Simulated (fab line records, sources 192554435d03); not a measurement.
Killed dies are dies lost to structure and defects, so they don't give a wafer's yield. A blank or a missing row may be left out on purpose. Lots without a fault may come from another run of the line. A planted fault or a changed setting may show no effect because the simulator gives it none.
One fault seen from 2 desks | flow n5_finfet | each desk has only its own numbers; what lay behind them comes last

THE METROLOGY DESK
What the gauges read, lot by lot, whatever tool the lot ran on: means of the sampled wafers that have a number. A lot is out of limits, marked OUT, if its mean lies more than 4 standard deviations from the usual mean; the brackets give that distance. Of its 11 readings 7 are shown: those that lie furthest out on some lot.
Columns: A = cd_nm at N5_ZERO_LAYER_CD_MEAS_11, usual 2000.2 nm; B = IOFF_P at N5_BEOL_M4_RC_MEAS_101, usual 0.22 nA/um; C = ION_P at N5_BEOL_M4_RC_MEAS_101, usual 464 uA/um; D = SS_N at N5_BEOL_M4_RC_MEAS_101, usual 71.7 mV/dec; E = SS_P at N5_BEOL_M4_RC_MEAS_101, usual 73.6 mV/dec; F = VT_N at N5_BEOL_M4_RC_MEAS_101, usual 248.9 mV; G = VT_P at N5_BEOL_M4_RC_MEAS_101, usual -251 mV
lot  | first seen here | A      | B    | C   | D    | E    | F     | G
L141 | day 2 00:39     | 2000.7 | 0.21 | 465 | 71.5 | 73.2 | 250.0 | -251
L143 | day 2 12:38     | 2001.1 | 0.24 | 473 | 71.2 | 73.7 | 245.9 | -246
L145 | day 3 00:41     | 1998.6 | 0.20 | 459 | 71.7 | 73.8 | 250.2 | -253
L146 | day 3 06:38     | 2000.9 | 0.27 | 474 | 72.1 | 73.5 | 247.0 | -246
L156 | day 5 18:38     | 1998.2 | 0.20 | 463 | 71.5 | 73.0 | 251.4 | -252
This desk's finding: nothing out of limits on any of the 5 lots.

THE TOOL OWNER'S DESK: rie_si-06
The tool's own readings at N5_ZERO_LAYER_ETCH_18 (etches Si in HBr/Cl2, target depth 120 nm, time 40 s): means of the sampled wafers that have a number, for each lot that ran on this tool. A lot is out of limits, marked OUT, if its mean lies more than 4 standard deviations from the usual mean; the brackets give that distance.
Columns: A = bias_w at N5_ZERO_LAYER_ETCH_18, usual 75.01 W; B = drypump_motor_current_A at N5_ZERO_LAYER_ETCH_18, usual 5.9 A; C = mfc_cl2_sccm at N5_ZERO_LAYER_ETCH_18, usual 79.98 sccm; D = oes_product_au at N5_ZERO_LAYER_ETCH_18, usual 1.006 a.u.; E = throttle_valve_pct at N5_ZERO_LAYER_ETCH_18, usual 36.26 %
lot  | first seen here | A               | B   | C     | D     | E
L143 | day 2 12:47     | 74.89           | 5.8 | 80.20 | 1.011 | 36.23
L145 | day 3 00:50     | 80.23 (+24) OUT | 5.6 | 79.78 | 1.013 | 36.22
This desk's finding: out of limits on L145; first on L145, day 3 00:50 (bias_w at N5_ZERO_LAYER_ETCH_18). In limits: L143.

PUT TOGETHER
The tool owner's desk could have raised an alarm at day 3 00:50, on L145.
The metrology desk saw nothing out of limits.
The metrology desk has L145 on record, within its limits.
Of the lots named, all ran N5_ZERO_LAYER_ETCH_18 on rie_si-06.

WHAT THE SIMULATOR HAD PUT IN
Process parameter drift: rie_si-06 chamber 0, from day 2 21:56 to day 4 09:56, at N5_ZERO_LAYER_ETCH_18. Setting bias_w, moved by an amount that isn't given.
Lots struck among those shown: L145.
Hours from the fault's start to each desk's first reading out of limits: the tool owner's desk, 3.
